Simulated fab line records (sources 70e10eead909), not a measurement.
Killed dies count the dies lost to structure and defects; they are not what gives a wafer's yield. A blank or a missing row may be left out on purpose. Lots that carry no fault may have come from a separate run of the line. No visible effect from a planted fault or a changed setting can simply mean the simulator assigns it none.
Comparing a struck lot with a sound one | flow nand_harc | 14 out of 1302 route steps
Sound: these wafers, L115.1, L115.2, L115.6. Struck: wafers L113.1, L113.5, L113.6. The cause is given at the end.
At each step with rows: each side's tool, then ch and its chambers, then its first start. Under that, the readings that differ: sound wafers | struck wafers | difference of the means | sigmas: that difference in standard deviations of wafers without a fault.
alike: same words and numbers on both sides, and readings whose means sit less than 2 such deviations apart. not compared: any withheld reading, any reading some wafer has no value for, any bound like >300 that may hide the same value, and any number with overlapping values for which the record gives no deviation.
The two part at a step that has a row with sigmas, a row that says differs or no value, or rows on one side only. Non-overlapping numbers with no deviation appear without sigmas and do not part them. A reading missing from all wafers of one side parts the sides only when that side holds two or more wafers.

NHARC_A_WL_FILL_STRIP_27: strips in N2/H2, time 20 s.
  sound on plasma_asher-01 ch 0,1, day 24 14:41; struck on plasma_asher-02 ch 0,1, day 24 10:47
  reading             | sound | struck   | difference                   | sigmas
  rf_refl_power_W (W) | - - - | 36 22 34 | no value on the sound wafers |
  alike: drypump_motor_current_A, heater_power_w
  not compared: rf_hours_counter_h
then, 4 steps without rows for these wafers: NHARC_A_WL_FILL_STRIP_28 (strips in post etch residue remover, time 1200 s); NHARC_A_WL_FILL_PRECLEAN_06 (cleans in DIW, time 300 s); NHARC_A_WL_FILL_SRD_07; NHARC_A_WL_FILL_ANNEAL_08 (time 1800 s).
NHARC_A_WL_FILL_ALD_10: deposits SiO2, target thk 50 nm, pulse time 10 s, ald cycles 500.
  sound on ald_hk-01 ch 1,2,3, day 24 19:45; struck on ald_hk-02 ch 0,1, day 24 22:12
  alike: heater_power_w, precursor_pulse_height_rel
NHARC_A_WL_FILL_ETCHBACK_16: etches the open film in C4F8/O2/Ar, target depth 120 nm, time 24 s.
  sound: rie_diel-03 ch 0,2,3; struck: rie_diel-04 ch 1,3
  alike: oes_product_au, rf_vpp_V
  not compared: rf_hours_counter_h
then, 1 step without rows for these wafers: NHARC_A_WL_FILL_STRIP_29 (strips in O2, time 20 s).
NHARC_A_WL_FILL_ETCHBACK_17: etches the open film in Cl2/BCl3, target depth 4 nm, time 26.7 s.
  sound on rie_metal-03 ch 0,1, day 25 00:02; struck on rie_metal-02 ch 0,1, day 25 02:34
  alike: drypump_motor_current_A, he_backside_leak_sccm, oes_product_au
  not compared: rf_hours_counter_h
then, 2 steps without rows for these wafers: NHARC_A_WL_FILL_PRECLEAN_18 (cleans in dHF, time 30 s); NHARC_A_WL_FILL_SRD_21.
NHARC_A_WL_FILL_CVD_23: deposits poly-Si, target thk 40 nm, time 800 s.
  sound on lpcvd_poly-02 ch 0, day 25 02:52; struck on lpcvd_poly-03 ch 0, day 26 13:12
NHARC_A_WL_FILL_ETCHBACK_26: etches the open film in HBr, target depth 52 nm, time 13.3 s.
  sound on rie_si-06 ch 1,2,3, day 25 05:28; struck on rie_si-05 ch 0,1,3, day 26 15:49
  alike: drypump_motor_current_A, he_backside_leak_sccm, oes_product_au, throttle_valve_pct
  not compared: rf_hours_counter_h
-- jump in the record: it breaks off in module A_WL_FILL and resumes in module END (first step shown: number 1302 of the route), and 4 days separate the struck wafers' starts before and after --
NHARC_END_SORT_01:
  sound on prober-01 ch 0, day 28 15:40; struck on prober-01 ch 0, day 30 05:34
  alike: killed_at_array, killed_at_other, killed_at_periphery, killed_dies, killed_open, killed_short

## WHERE THEY PART
At NHARC_A_WL_FILL_STRIP_27 and nowhere else, as far as this record goes. Later steps at which nothing parts them and some readings are alike: NHARC_A_WL_FILL_ALD_10, NHARC_A_WL_FILL_ETCHBACK_16, NHARC_A_WL_FILL_ETCHBACK_17, NHARC_A_WL_FILL_ETCHBACK_26, NHARC_END_SORT_01.

WHY: whatever the simulator had introduced
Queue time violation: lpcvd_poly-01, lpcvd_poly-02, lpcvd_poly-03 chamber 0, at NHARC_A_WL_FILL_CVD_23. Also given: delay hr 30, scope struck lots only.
